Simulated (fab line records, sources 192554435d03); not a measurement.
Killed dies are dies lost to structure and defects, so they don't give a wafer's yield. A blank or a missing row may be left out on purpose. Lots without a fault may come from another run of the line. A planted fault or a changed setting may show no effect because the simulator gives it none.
fab line records | flow n5_finfet
record lots=22 wafers=66 last_day=18
route steps=1938 shown MOL_CONTACT_COAG@543
lots that met no fault: from a run of the same line without faults
start_h: hours from the record's first day to the start of the lot's first wafer shown | wait_h: hours since the lot's step before | " the same as in the row above | L1.1+2: a row that stands for several wafers | - no value, or no start given | * or withheld: withheld | < > ~ a bound
route shown NAME@n: a module of which the file shows steps, and the number in the route of the first | usual: mean/standard deviation of fault-free wafers | same: alike in all rows | chamber/n: place in a boat | sites: the reading at each site | _std_site: their standard deviation | _edge_site: outer sites' mean less inner sites' | radius_mm: how far each site lies from the wafer's centre | mask NAME#n: copy n | behind: the tool/chamber that last shaped the wafer | hold: why the lot was held/for how many hours/how that ended | device: the transistor (n, p or np) that didn't switch | end of line: the same wafers' tests at the end of the route | a step without rows: its recipe alone | killed: dies lost to structure and defects at the first sort, not the wafer's yield | map: a wafer's dies, x killed, . not, _ none there
set.NAME: the setting as run; set.NAME@STEP: as run at that earlier step | model.NAME: the simulator's own value behind a step, which no gauge read
steps of the route over a sample of lots; a table a step, a row a wafer
services: from which hour (start_h, from the record's first day; less than 0 if before it) a tool's chamber was out of use, for how many hours, and why
## steps
# step N5_MOL_CONTACT_COAG_TI_SIL_19
# recipe material=Ti target_thk_a=42 temp_c=200 chamber_pressure_pa=5 power_w=5000 time_s=15
# usual throttle_valve_pct=29.7/1.1
# columns lot.wafer tool chamber start_h wait_h throttle_valve_pct
L074.2 pvd_sputter-03 - 88.57 0.6 29.9
L074.4 " - " " 30.8
L074.5 " - " " 31.1
L075.1 pvd_sputter-01 - 94.56 0.6 30.8
L075.4 " - " " 27.6
L075.6 " - " " 30.6
L076.2 pvd_sputter-03 - 98.00 0.2 30.6
L076.5 " - " " 29.8
L076.6 " - " " 28.5
L077.1 pvd_sputter-01 - 107.93 0.2 30.7
L077.4 " - " " 27.6
L077.6 " - " " 31.2
L078.1 pvd_sputter-01 - 110.43 0.2 30.7
L078.3 " - " " 27.4
L078.6 " - " " 30.6
L080.3 pvd_sputter-02 - 127.76 0.2 28.9
L080.4 " - " " 30.2
L080.5 " - " " 29.0
L081.1 pvd_sputter-03 - 132.01 1.1 30.7
L081.5 " - " " 29.9
L081.6 " - " " 30.7
L082.1 pvd_sputter-02 - 145.25 0.3 29.4
L082.5 " - " " 29.1
L082.6 " - " " 29.3
L083.2 pvd_sputter-01 - 154.04 0.6 27.7
L083.3 " - " " 30.9
L083.4 " - " " 31.5
L085.1 pvd_sputter-03 - 155.39 0.2 30.0
L085.3 " - " " 29.9
L085.4 " - " " 30.8
L086.1 pvd_sputter-01 - 163.82 0.2 27.8
L086.3 " - " " 29.5
L086.5 " - " " 31.2
L088.1 pvd_sputter-02 - 176.44 0.2 29.4
L088.2 " - " " 30.5
L088.5 " - " " 29.7
L087.3 pvd_sputter-01 - 176.90 0.1 31.0
L087.4 " - " " 29.2
L087.5 " - " " 31.2
L089.1 pvd_sputter-03 - 185.36 0.2 28.7
L089.4 " - " " 30.9
L089.6 " - " " 29.8
L090.1 pvd_sputter-03 - 197.02 0.4 29.9
L090.2 " - " " 28.6
L090.3 " - " " 30.0
L091.1 pvd_sputter-02 - 198.40 0.2 30.5
L091.3 " - " " 29.4
L091.6 " - " " 29.1
L092.1 pvd_sputter-02 - 210.73 0.4 28.8
L092.4 " - " " 28.9
L092.6 " - " " 29.7
L094.1 pvd_sputter-03 - 211.10 0.4 30.0
L094.2 " - " " 30.0
L094.5 " - " " 28.6
L093.3 pvd_sputter-01 - 212.00 0.3 30.6
L093.4 " - " " 29.3
L093.5 " - " " 27.6
L095.1 pvd_sputter-01 - 219.62 0.3 30.5
L095.2 " - " " 29.2
L095.5 " - " " 27.6
L096.1 pvd_sputter-03 - 223.46 0.2 28.8
L096.2 " - " " 29.5
L096.6 " - " " 29.9
L097.1 pvd_sputter-02 - 232.80 1.3 29.6
L097.3 " - " " 28.6
L097.5 " - " " 29.7
# step N5_MOL_CONTACT_COAG_CO_FILL_22
# recipe material=Co target_thk_a=200 temp_c=200 precursor=CCTBA/H2 pressure_torr=30
# usual heater_power_w=229/15
# columns lot.wafer tool chamber start_h wait_h heater_power_w
L074.2 cvd_co-02 0 91.33 0.1 236
L074.4 " 0 " " 225
L074.5 " 2 " " 216
L075.1 cvd_co-02 0 96.06 0.1 234
L075.4 " 1 " " 262
L075.6 " 0 " " 230
L076.2 cvd_co-01 0 99.91 0.1 215
L076.5 " 0 " " 208
L076.6 " 2 " " 221
L077.1 cvd_co-02 2 110.45 0.1 220
L077.4 " 0 " " 229
L077.6 " 2 " " 217
L078.1 cvd_co-01 0 111.64 0.1 212
L078.3 " 1 " " 217
L078.6 " 1 " " 223
L080.3 cvd_co-02 0 129.90 0.1 237
L080.4 " 1 " " 263
L080.5 " 2 " " 222
L081.1 cvd_co-01 2 133.96 0.1 220
L081.5 " 2 " " 224
L081.6 " 0 " " 217
L082.1 cvd_co-02 0 147.03 0.1 227
L082.5 " 2 " " 216
L082.6 " 1 " " 260
L083.2 cvd_co-01 0 155.42 0.1 214
L083.3 " 2 " " 221
L083.4 " 2 " " 221
L085.1 cvd_co-01 1 156.42 0.1 218
L085.3 " 2 " " 223
L085.4 " 2 " " 218
L086.1 cvd_co-02 2 164.96 0.1 221
L086.3 " 0 " " 237
L086.5 " 0 " " 231
L088.1 cvd_co-02 0 177.64 0.1 235
L088.2 " 2 " " 219
L088.5 " 1 " " 257
L087.3 cvd_co-02 0 180.89 0.1 229
L087.4 " 0 " " 232
L087.5 " 2 " " 218
L089.1 cvd_co-02 2 186.39 0.1 221
L089.4 " 1 " " 256
L089.6 " 0 " " 239
L090.1 cvd_co-01 0 198.46 0.1 219
L090.2 " 1 " " 222
L090.3 " 2 " " 224
L091.1 cvd_co-01 1 200.61 0.1 216
L091.3 " 0 " " 214
L091.6 " 2 " " 215
L092.1 cvd_co-02 2 212.34 0.1 222
L092.4 " 0 " " 237
L092.6 " 2 " " 217
L094.1 cvd_co-02 1 214.46 0.1 259
L094.2 " 0 " " 230
L094.5 " 0 " " 235
L093.3 cvd_co-01 2 214.62 0.1 227
L093.4 " 2 " " 222
L093.5 " 0 " " 218
L095.1 cvd_co-01 1 220.79 0.1 223
L095.2 " 0 " " 214
L095.5 " 2 " " 221
L096.1 cvd_co-02 2 225.34 0.1 224
L096.2 " 0 " " 237
L096.6 " 0 " " 241
L097.1 cvd_co-01 1 233.85 0.1 219
L097.3 " 0 " " 214
L097.5 " 0 " " 214
# step N5_MOL_CONTACT_COAG_DESCUM_88
# recipe chemistry=O2 time_s=7 source_power_w=50 bias_power_w=20 pressure_mtorr=20 rf_frequency_hz=2.712e+07 temp_c=40 resist=CAR-EUV o2_flow_sccm=225
# usual chamber_pressure_mTorr=19.997/0.018 drypump_motor_current_A=5.9/0.47 oes_product_au=0.80/0.078 rf_vpp_V=244.1/1.2 showerhead_plenum_p_Torr=2.15/0.064 throttle_valve_pct=20.4/0.35
# columns lot.wafer tool chamber start_h wait_h chamber_pressure_mTorr drypump_motor_current_A oes_product_au rf_hours_counter_h rf_vpp_V showerhead_plenum_p_Torr throttle_valve_pct
L074.2 rie_diel-05 1 98.86 0.2 20.003 5.8 0.77 119 245.2 2.22 21.0
L074.4 " 2 " " 19.980 5.4 0.86 52 241.5 2.03 20.0
L074.5 " 0 " " 19.984 6.2 0.96 - 243.4 2.24 20.1
L075.1 rie_diel-05 1 102.24 0.0 20.007 5.9 0.78 120 243.7 2.22 21.1
L075.4 " 2 " " 20.014 5.4 0.87 53 242.4 2.03 20.0
L075.6 " 2 " " 20.005 5.4 0.87 - 242.8 2.03 20.0
L076.2 rie_diel-06 3 105.73 0.0 20.014 5.0 0.78 154 245.4 2.16 20.2
L076.5 " 0 " " 20.017 6.3 0.74 - 244.1 2.18 20.7
L076.6 " 1 " " 19.998 6.5 0.90 - 244.6 2.21 20.2
L077.1 rie_diel-04 2 116.18 0.0 19.992 6.2 0.84 68 245.3 2.23 20.5
L077.4 " 3 " " 19.979 6.3 0.87 56 242.9 2.14 20.2
L077.6 " 3 " " 19.990 6.3 0.87 - 242.5 2.14 20.2
L078.1 rie_diel-05 0 117.11 0.0 19.998 6.2 0.95 9 245.4 2.24 20.1
L078.3 " 3 " " 19.989 5.9 0.73 197 243.9 2.16 20.0
L078.6 " 2 " " 20.001 5.4 0.86 - 243.0 2.03 20.0
L080.3 rie_diel-05 1 137.31 0.0 20.035 5.8 0.77 134 244.4 2.21 21.1
L080.4 " 0 " " 20.005 6.2 0.91 - 245.1 2.23 20.1
L080.5 " 3 " " 20.028 5.8 0.72 - 244.6 2.16 20.0
L081.1 rie_diel-06 0 145.25 0.2 20.009 6.4 0.73 189 244.1 2.18 20.7
L081.5 " 1 " " 19.996 6.5 0.88 - 245.7 2.21 20.2
L081.6 " 2 " " 19.970 5.9 0.67 - 243.6 2.04 20.3
L082.1 rie_diel-05 0 155.19 0.2 19.996 6.2 0.91 24 244.3 2.23 20.1
L082.5 " 0 " " 19.963 6.2 0.91 - 244.6 2.23 20.1
L082.6 " 3 " " 19.968 5.8 0.71 - 244.9 2.16 20.0
L083.2 rie_diel-06 3 161.52 0.0 19.998 5.0 0.76 169 244.8 2.16 20.2
L083.3 " 1 " " 19.960 6.5 0.88 44 244.3 2.20 20.2
L083.4 " 0 " " 19.988 6.3 0.73 - 243.5 2.17 20.7
L085.1 rie_diel-06 0 162.15 0.1 20.039 6.4 0.72 197 245.3 2.17 20.8
L085.3 " 3 " " 19.950 5.1 0.75 169 243.9 2.16 20.2
L085.4 " 1 " " 19.992 6.5 0.86 - 244.5 2.20 20.2
L086.1 rie_diel-04 2 173.41 0.1 19.989 6.2 0.81 85 244.7 2.23 20.5
L086.3 " 0 " " 19.970 5.0 0.87 48 242.8 2.08 20.9
L086.5 " 3 " " 20.000 6.3 0.83 - 243.4 2.14 20.2
L088.1 rie_diel-05 0 185.12 0.0 19.996 6.2 0.88 34 243.3 2.23 20.1
L088.2 " 3 " " 19.945 5.9 0.70 221 242.9 2.16 20.1
L088.5 " 3 " " 20.011 5.9 0.71 - 244.1 2.16 20.1
L087.3 rie_diel-06 2 186.87 0.1 20.007 5.9 0.99 3 242.6 2.04 20.0
L087.4 " 1 " " 19.983 6.5 0.86 51 246.0 2.20 20.2
L087.5 " 3 " " 20.016 5.0 0.76 - 245.2 2.15 20.3
L089.1 rie_diel-05 0 196.03 0.3 20.013 6.2 0.88 37 245.5 2.23 20.1
L089.4 " 3 " " 20.006 5.9 0.70 224 244.7 2.16 20.1
L089.6 " 3 " " 20.002 5.9 0.70 - 245.0 2.16 20.1
L090.1 rie_diel-04 3 205.10 0.4 19.991 6.2 0.83 86 244.5 2.13 20.3
L090.2 " 2 " " 20.016 6.3 0.79 98 245.8 2.22 20.5
L090.3 " 1 " " 19.992 5.8 0.69 239 243.4 2.13 20.1
L091.1 rie_diel-04 0 209.87 0.1 20.009 5.0 0.86 58 241.9 2.07 21.0
L091.3 " 1 " " 20.013 5.8 0.69 242 244.7 2.13 20.2
L091.6 " 3 " " 19.987 6.3 0.82 - 243.3 2.13 20.2
L092.1 rie_diel-05 3 220.48 0.3 20.015 5.9 0.70 231 243.2 2.15 20.1
L092.4 " 2 " " 19.993 5.4 0.82 88 241.0 2.02 20.0
L092.6 " 1 " " 20.001 5.8 0.74 - 243.4 2.20 21.1
L094.1 rie_diel-04 1 221.16 0.4 20.003 5.8 0.68 245 244.0 2.13 20.1
L094.2 " 0 " " 20.002 5.0 0.85 62 242.0 2.07 21.0
L094.5 " 1 " " 19.997 5.8 0.68 - 245.4 2.13 20.1
L093.3 rie_diel-06 0 223.09 0.0 20.000 6.3 0.71 215 244.6 2.17 20.8
L093.4 " 1 " " 19.965 6.5 0.84 62 244.4 2.20 20.2
L093.5 " 0 " " 19.995 6.3 0.71 - 245.3 2.17 20.8
L095.1 rie_diel-05 3 228.64 0.0 20.028 5.9 0.70 234 245.1 2.15 20.1
L095.2 " 0 " " 19.987 6.2 0.86 49 244.9 2.22 20.1
L095.5 " 3 " " 19.996 5.9 0.71 - 244.1 2.15 20.1
L096.1 rie_diel-04 1 232.43 0.0 19.989 5.8 0.68 249 245.0 2.13 20.2
L096.2 " 3 " " 19.993 6.3 0.81 96 242.9 2.13 20.3
L096.6 " 1 " " 19.949 5.8 0.68 - 244.7 2.13 20.1
L097.1 rie_diel-04 2 242.93 0.0 20.000 6.3 0.80 112 243.5 2.22 20.5
L097.3 " 3 " " 19.994 6.3 0.81 100 243.8 2.13 20.3
L097.5 " 3 " " 19.994 6.3 0.81 - 242.9 2.13 20.3
# step N5_MOL_CONTACT_COAG_ETCH_89
# recipe chemistry=N2/H2 target=underlayer target_depth_a=130 mask_material=CAR-EUV time_s=10.4 ion_energy_ev=200 pressure_mtorr=30 source_w=840 bias_w=150 n2_flow_sccm=200 h2_flow_sccm=200 ends=cleared
# usual chamber_pressure_mTorr=30.004/0.029 drypump_motor_current_A=5.9/0.47 etch_rf_on_time_s=10.30/0.25 oes_product_au=0.68/0.067 rf_vpp_V=525.9/2.2 showerhead_plenum_p_Torr=2.61/0.081 throttle_valve_pct=17.7/0.32
# columns lot.wafer tool chamber start_h wait_h chamber_pressure_mTorr drypump_motor_current_A etch_rf_on_time_s oes_product_au rf_hours_counter_h rf_vpp_V showerhead_plenum_p_Torr throttle_valve_pct
L074.2 rie_diel-05 1 98.89 0.0 30.006 5.9 10.19 0.66 119 526.5 2.66 18.2
L074.4 " 2 " " 30.044 5.4 10.00 0.75 52 522.4 2.49 17.5
L074.5 " 0 " " 30.042 6.2 10.46 0.82 - 527.1 2.68 17.3
L075.1 rie_diel-05 1 102.27 0.0 30.017 5.8 10.15 0.67 120 526.5 2.66 18.2
L075.4 " 2 " " 30.029 5.4 10.03 0.75 53 523.6 2.49 17.5
L075.6 " 2 " " 30.010 5.4 10.09 0.74 - 522.3 2.49 17.5
L076.2 rie_diel-06 3 105.76 0.0 30.052 5.1 10.39 0.65 154 528.5 2.67 18.0
L076.5 " 0 " " 30.010 6.4 10.45 0.63 - 526.9 2.65 18.2
L076.6 " 1 " " 30.039 6.5 9.91 0.77 - 529.5 2.69 17.5
L077.1 rie_diel-04 2 116.22 0.0 30.070 6.3 10.20 0.72 68 527.9 2.72 17.9
L077.4 " 3 " " 30.032 6.3 10.18 0.73 56 525.3 2.61 17.7
L077.6 " 3 " " 30.047 6.3 10.18 0.74 - 524.7 2.61 17.7
L078.1 rie_diel-05 0 117.15 0.0 30.034 6.2 10.42 0.79 9 529.4 2.68 17.3
L078.3 " 3 " " 29.963 5.9 10.49 0.62 197 526.0 2.61 17.3
L078.6 " 2 " " 30.025 5.4 10.05 0.73 - 522.5 2.48 17.5
L080.3 rie_diel-05 1 137.34 0.0 29.991 5.9 10.15 0.66 134 527.3 2.66 18.3
L080.4 " 0 " " 30.013 6.2 10.46 0.78 - 527.6 2.68 17.3
L080.5 " 3 " " 29.995 5.8 10.59 0.61 - 526.1 2.60 17.3
L081.1 rie_diel-06 0 145.28 0.0 30.015 6.4 10.40 0.62 189 525.3 2.64 18.2
L081.5 " 1 " " 30.022 6.5 9.85 0.75 - 528.6 2.69 17.6
L081.6 " 2 " " 29.948 5.9 10.41 0.57 - 521.7 2.47 17.6
L082.1 rie_diel-05 0 155.23 0.0 29.975 6.2 10.38 0.76 24 529.1 2.67 17.3
L082.5 " 0 " " 29.987 6.2 10.35 0.77 - 527.3 2.67 17.3
L082.6 " 3 " " 29.981 5.8 10.45 0.62 - 527.2 2.60 17.3
L083.2 rie_diel-06 3 161.55 0.0 30.028 5.0 10.43 0.63 169 527.9 2.66 18.0
L083.3 " 1 " " 29.995 6.5 9.92 0.74 44 527.8 2.68 17.6
L083.4 " 0 " " 29.951 6.3 10.41 0.62 - 524.8 2.64 18.2
L085.1 rie_diel-06 0 162.19 0.0 29.991 6.3 10.45 0.62 197 527.2 2.64 18.2
L085.3 " 3 " " 29.998 5.0 10.43 0.64 169 527.5 2.66 18.0
L085.4 " 1 " " 29.996 6.5 9.80 0.74 - 527.7 2.68 17.6
L086.1 rie_diel-04 2 173.45 0.0 29.990 6.3 10.15 0.70 85 528.2 2.71 18.0
L086.3 " 0 " " 30.007 5.0 10.23 0.74 48 522.4 2.45 17.7
L086.5 " 3 " " 30.025 6.3 10.15 0.72 - 525.5 2.60 17.7
L088.1 rie_diel-05 0 185.15 0.0 29.965 6.2 10.50 0.75 34 528.0 2.67 17.3
L088.2 " 3 " " 29.989 5.8 10.59 0.60 221 526.6 2.59 17.3
L088.5 " 3 " " 30.008 5.8 10.59 0.60 - 525.3 2.60 17.3
L087.3 rie_diel-06 2 186.91 0.0 30.055 5.9 10.40 0.82 3 522.9 2.47 17.2
L087.4 " 1 " " 30.003 6.5 9.95 0.72 51 528.2 2.68 17.6
L087.5 " 3 " " 29.960 5.0 10.42 0.64 - 527.9 2.66 18.0
L089.1 rie_diel-05 0 196.07 0.0 30.009 6.2 10.33 0.74 37 529.9 2.67 17.3
L089.4 " 3 " " 30.024 5.9 10.47 0.60 224 526.1 2.59 17.3
L089.6 " 3 " " 30.029 5.8 10.46 0.60 - 525.5 2.59 17.3
L090.1 rie_diel-04 3 205.14 0.0 29.989 6.3 10.09 0.71 86 523.7 2.59 17.7
L090.2 " 2 " " 30.006 6.3 10.19 0.68 98 527.4 2.70 18.0
L090.3 " 1 " " 30.002 5.8 10.84 0.57 239 526.6 2.62 17.9
L091.1 rie_diel-04 0 209.90 0.0 30.028 5.0 10.06 0.74 58 521.6 2.44 17.7
L091.3 " 1 " " 29.938 5.8 10.71 0.58 242 526.9 2.62 17.9
L091.6 " 3 " " 30.061 6.3 9.95 0.71 - 522.8 2.59 17.8
L092.1 rie_diel-05 3 220.52 0.0 30.019 5.8 10.51 0.60 231 526.7 2.59 17.3
L092.4 " 2 " " 30.015 5.4 10.02 0.71 88 521.7 2.47 17.6
L092.6 " 1 " " 30.006 5.8 10.12 0.64 - 528.7 2.65 18.3
L094.1 rie_diel-04 1 221.19 0.0 30.024 5.9 10.80 0.57 245 526.6 2.62 17.9
L094.2 " 0 " " 29.995 5.0 10.19 0.74 62 521.7 2.44 17.7
L094.5 " 1 " " 30.018 5.8 10.81 0.57 - 525.2 2.62 17.9
L093.3 rie_diel-06 0 223.12 0.0 30.001 6.3 10.52 0.61 215 525.8 2.63 18.2
L093.4 " 1 " " 29.985 6.5 9.97 0.71 62 526.3 2.67 17.6
L093.5 " 0 " " 29.970 6.3 10.51 0.61 - 527.1 2.63 18.2
L095.1 rie_diel-05 3 228.67 0.0 29.985 5.8 10.45 0.60 234 524.7 2.59 17.3
L095.2 " 0 " " 30.043 6.2 10.71 0.72 49 526.9 2.66 17.3
L095.5 " 3 " " 30.005 5.9 10.47 0.60 - 526.6 2.59 17.3
L096.1 rie_diel-04 1 232.46 0.0 30.001 5.8 10.80 0.57 249 526.7 2.62 17.9
L096.2 " 3 " " 29.996 6.3 9.99 0.71 96 524.1 2.59 17.8
L096.6 " 1 " " 30.032 5.8 10.82 0.57 - 526.6 2.62 17.9
L097.1 rie_diel-04 2 242.97 0.0 29.948 6.3 10.13 0.67 112 527.7 2.70 18.0
L097.3 " 3 " " 29.994 6.3 10.08 0.70 100 523.7 2.59 17.8
L097.5 " 3 " " 30.017 6.3 10.08 0.69 - 524.4 2.59 17.8
# step N5_MOL_CONTACT_COAG_ALD_131
# recipe material=SiO2 target_thk_a=50 temp_c=100 ald_precursor_family=BDEAS ald_co_reactant=O2-plasma pulse_time_s=1 co_reactant_pulse_time_s=1 purge_time_s=2 co_reactant_purge_time_s=2 ald_cycles=35 pressure_torr=2
# usual heater_power_w=79/12 precursor_pulse_height_rel=1.001/0.02
# same ald_cycles=35
# columns lot.wafer tool chamber start_h wait_h heater_power_w precursor_pulse_height_rel
L074.2 ald_sin-02 1 99.02 0.1 72 0.996
L074.4 " 3 " " 83 0.983
L074.5 " 3 " " 83 0.982
L075.1 ald_sin-01 1 102.37 0.1 54 1.011
L075.4 " 3 " " 99 1.004
L075.6 " 0 " " 88 0.961
L076.2 ald_sin-03 2 105.86 0.1 64 0.985
L076.5 " 3 " " 81 1.007
L076.6 " 0 " " 85 1.012
L077.1 ald_sin-02 3 116.36 0.1 84 0.997
L077.4 " 0 " " 84 0.985
L077.6 " 1 " " 70 1.008
L078.1 ald_sin-02 2 117.25 0.1 82 0.975
L078.3 " 0 " " 85 1.013
L078.6 " 0 " " 82 1.012
L080.3 ald_sin-02 1 137.44 0.1 69 0.971
L080.4 " 0 " " 82 1.007
L080.5 " 1 " " 69 0.972
L081.1 ald_sin-01 0 145.38 0.1 87 1.010
L081.5 " 0 " " 86 1.024
L081.6 " 3 " " 101 1.006
L082.1 ald_sin-01 2 155.33 0.1 67 0.977
L082.5 " 1 " " 53 1.009
L082.6 " 0 " " 85 0.968
L083.2 ald_sin-01 1 161.65 0.1 57 1.022
L083.3 " 0 " " 89 0.974
L083.4 " 3 " " 101 1.033
L085.1 ald_sin-03 1 162.29 0.1 89 1.013
L085.3 " 0 " " 83 0.973
L085.4 " 2 " " 67 1.014
L086.1 ald_sin-03 0 174.64 1.1 86 0.994
L086.3 " 1 " " 89 0.978
L086.5 " 1 " " 85 1.044
L088.1 ald_sin-02 2 185.54 0.3 80 1.026
L088.2 " 0 " " 83 0.996
L088.5 " 2 " " 79 0.995
L087.3 ald_sin-02 1 187.26 0.3 71 1.009
L087.4 " 2 " " 82 1.004
L087.5 " 3 " " 82 0.966
L089.1 ald_sin-02 2 196.17 0.1 82 1.030
L089.4 " 1 " " 71 1.001
L089.6 " 0 " " 82 0.997
L090.1 ald_sin-01 3 205.24 0.1 99 0.984
L090.2 " 2 " " 71 1.016
L090.3 " 0 " " 87 0.981
L091.1 ald_sin-02 0 210.03 0.1 84 0.991
L091.3 " 1 " " 71 0.983
L091.6 " 0 " " 85 0.988
L092.1 ald_sin-03 2 220.63 0.1 67 0.997
L092.4 " 1 " " 89 1.013
L092.6 " 0 " " 86 1.023
L094.1 ald_sin-01 2 221.29 0.1 72 0.995
L094.2 " 1 " " 52 0.966
L094.5 " 3 " " 99 1.001
L093.3 ald_sin-02 0 223.22 0.1 85 0.992
L093.4 " 1 " " 70 1.021
L093.5 " 2 " " 79 0.974
L095.1 ald_sin-03 2 228.77 0.1 66 0.956
L095.2 " 0 " " 84 0.983
L095.5 " 1 " " 88 0.989
L096.1 ald_sin-01 2 232.56 0.1 72 0.979
L096.2 " 3 " " 98 1.030
L096.6 " 2 " " 72 0.999
L097.1 ald_sin-03 3 243.12 0.1 80 1.014
L097.3 " 1 " " 91 1.004
L097.5 " 2 " " 67 1.021
# step N5_MOL_CONTACT_COAG_ETCH_91
# recipe chemistry=N2/H2 target=SOC target_depth_a=600 overetch_a=210 mask_material=SiARC temp_c=40 time_s=101.2 ion_energy_ev=200 pressure_mtorr=30 source_w=840 bias_w=150 n2_flow_sccm=200 h2_flow_sccm=200
# usual chamber_pressure_mTorr=29.998/0.029 drypump_motor_current_A=5.9/0.47 oes_product_au=0.66/0.062 rf_vpp_V=526.1/2.1 showerhead_plenum_p_Torr=2.62/0.079 throttle_valve_pct=17.7/0.34
# columns lot.wafer tool chamber start_h wait_h chamber_pressure_mTorr drypump_motor_current_A oes_product_au rf_hours_counter_h rf_vpp_V showerhead_plenum_p_Torr throttle_valve_pct
L074.2 rie_diel-06 2 99.34 0.0 30.019 5.9 0.57 234 522.6 2.47 17.6
L074.4 " 1 " " 29.999 6.5 0.74 20 527.5 2.69 17.5
L074.5 " 0 " " 30.005 6.3 0.63 - 527.2 2.65 18.1
L075.1 rie_diel-06 1 102.59 0.0 30.022 6.5 0.74 21 528.2 2.69 17.5
L075.4 " 2 " " 29.998 5.9 0.57 235 522.7 2.48 17.6
L075.6 " 3 " " 29.968 5.1 0.64 - 527.7 2.67 17.9
L076.2 rie_diel-06 0 106.24 0.0 29.981 6.3 0.62 175 526.7 2.65 18.1
L076.5 " 2 " " 30.008 5.9 0.57 - 524.1 2.47 17.6
L076.6 " 1 " " 29.942 6.5 0.74 - 528.4 2.69 17.5
L077.1 rie_diel-05 0 116.57 0.0 30.015 6.2 0.78 9 528.8 2.68 17.2
L077.4 " 1 " " 29.990 5.8 0.64 126 528.2 2.66 18.2
L077.6 " 0 " " 29.996 6.2 0.79 - 528.8 2.68 17.2
L078.1 rie_diel-05 1 117.46 0.0 29.983 5.9 0.64 127 526.8 2.66 18.2
L078.3 " 3 " " 30.016 5.8 0.61 197 526.1 2.61 17.3
L078.6 " 0 " " 30.012 6.2 0.78 - 527.1 2.68 17.2
L080.3 rie_diel-05 3 137.65 0.0 29.984 5.8 0.61 204 525.3 2.60 17.3
L080.4 " 1 " " 30.023 5.9 0.64 - 528.4 2.66 18.2
L080.5 " 3 " " 30.007 5.8 0.61 - 524.7 2.60 17.3
L081.1 rie_diel-05 1 145.60 0.0 30.009 5.9 0.63 137 528.6 2.66 18.2
L081.5 " 3 " " 30.009 5.9 0.61 - 526.1 2.60 17.3
L081.6 " 0 " " 29.967 6.2 0.76 - 528.7 2.68 17.3
L082.1 rie_diel-05 3 155.54 0.0 29.979 5.8 0.61 211 526.1 2.60 17.3
L082.5 " 3 " " 30.021 5.8 0.60 - 525.5 2.60 17.3
L082.6 " 2 " " 29.991 5.4 0.70 - 521.6 2.48 17.5
L083.2 rie_diel-06 3 161.86 0.0 30.016 5.0 0.62 169 526.9 2.66 17.9
L083.3 " 0 " " 29.950 6.4 0.61 197 526.5 2.64 18.2
L083.4 " 1 " " 29.997 6.5 0.71 - 528.5 2.68 17.6
L085.1 rie_diel-04 0 162.50 0.0 29.990 5.0 0.73 46 521.4 2.45 17.7
L085.3 " 1 " " 30.009 5.8 0.58 223 525.7 2.63 17.8
L085.4 " 3 " " 29.974 6.3 0.70 71 524.7 2.60 17.7
L086.1 rie_diel-04 0 174.85 0.0 30.023 5.0 0.73 48 521.3 2.45 17.6
L086.3 " 3 " " 29.971 6.3 0.70 74 523.8 2.60 17.7
L086.5 " 1 " " 30.022 5.8 0.58 - 526.9 2.63 17.8
L088.1 rie_diel-06 1 185.94 0.0 29.986 6.5 0.70 51 529.4 2.68 17.6
L088.2 " 0 " " 30.017 6.3 0.61 204 525.4 2.64 18.2
L088.5 " 0 " " 29.996 6.3 0.61 - 525.2 2.64 18.2
L087.3 rie_diel-05 3 187.47 0.0 30.032 5.8 0.60 221 524.5 2.60 17.3
L087.4 " 0 " " 29.999 6.2 0.73 34 527.9 2.67 17.3
L087.5 " 0 " " 29.990 6.3 0.74 - 526.9 2.67 17.3
L089.1 rie_diel-04 0 196.39 0.0 30.037 5.0 0.72 57 522.6 2.44 17.7
L089.4 " 1 " " 30.010 5.8 0.57 235 524.1 2.63 17.8
L089.6 " 2 " " 30.025 6.3 0.67 - 528.2 2.70 18.0
L090.1 rie_diel-06 3 205.76 0.0 29.974 5.0 0.62 183 527.0 2.65 18.0
L090.2 " 2 " " 29.997 5.9 0.78 9 523.8 2.46 17.2
L090.3 " 1 " " 29.948 6.5 0.68 56 526.0 2.68 17.6
L091.1 rie_diel-04 2 210.41 0.0 29.979 6.3 0.67 100 527.1 2.70 18.0
L091.3 " 0 " " 29.980 5.0 0.72 58 522.0 2.44 17.7
L091.6 " 3 " " 29.968 6.2 0.68 - 524.7 2.59 17.7
L092.1 rie_diel-05 0 220.96 0.0 30.009 6.2 0.72 45 529.9 2.66 17.3
L092.4 " 1 " " 29.989 5.8 0.62 162 527.0 2.65 18.3
L092.6 " 0 " " 30.003 6.2 0.72 - 528.3 2.66 17.3
L094.1 rie_diel-06 1 221.54 0.0 30.040 6.5 0.68 61 528.5 2.67 17.6
L094.2 " 0 " " 29.992 6.3 0.60 214 525.1 2.63 18.2
L094.5 " 3 " " 30.010 5.1 0.62 - 525.7 2.65 18.0
L093.3 rie_diel-05 3 223.44 0.0 30.031 5.8 0.59 232 526.2 2.59 17.3
L093.4 " 2 " " 29.995 5.5 0.68 89 520.9 2.47 17.5
L093.5 " 1 " " 29.927 5.8 0.62 - 527.1 2.65 18.3
L095.1 rie_diel-06 2 229.16 0.0 29.956 5.9 0.77 16 523.0 2.46 17.2
L095.2 " 0 " " 30.004 6.3 0.61 217 526.2 2.63 18.2
L095.5 " 1 " " 29.981 6.5 0.68 - 528.2 2.67 17.6
L096.1 rie_diel-06 2 232.96 0.0 29.984 5.9 0.77 18 523.0 2.46 17.2
L096.2 " 1 " " 30.014 6.5 0.68 66 526.6 2.67 17.6
L096.6 " 1 " " 29.983 6.5 0.68 - 527.9 2.67 17.6
L097.1 rie_diel-06 2 243.33 0.0 29.955 5.9 0.76 21 522.0 2.46 17.2
L097.3 " 1 " " 30.024 6.5 0.67 69 528.2 2.67 17.6
L097.5 " 0 " " 30.045 6.3 0.59 - 526.0 2.63 18.2
## services
# columns tool chamber start_h hours kind
rie_diel-04 1 65.80 6.9 repair
rie_diel-05 0 73.10 - clean
rie_diel-05 0 73.10 - consumable_replace:focus_ring
rie_diel-05 0 73.10 - consumable_replace:showerhead
ald_sin-01 3 79.10 6.3 repair
pvd_sputter-02 - 88.04 2.6 repair
pvd_sputter-03 - 88.86 1.8 repair
ald_sin-03 - 95.80 0.5 repair
pvd_sputter-02 - 108.32 7.1 repair
cvd_co-02 1 117.38 10.5 repair
cvd_co-01 - 117.88 1.2 repair
rie_diel-05 2 133.03 8.9 repair
pvd_sputter-02 - 134.32 7.9 repair
rie_diel-04 - 137.93 0.3 repair
cvd_co-01 - 138.24 1.0 repair
ald_sin-03 3 142.01 13.5 repair
pvd_sputter-02 - 157.03 4.8 repair
rie_diel-06 - 176.36 0.6 repair
ald_sin-01 - 178.72 14.0 pm
ald_sin-03 3 206.32 3.6 repair
ald_sin-03 - 207.72 6.0 pm
ald_sin-02 1 211.30 8.4 repair
pvd_sputter-03 - 216.20 4.0 repair
ald_sin-02 2 231.02 9.1 repair
## key
fault none
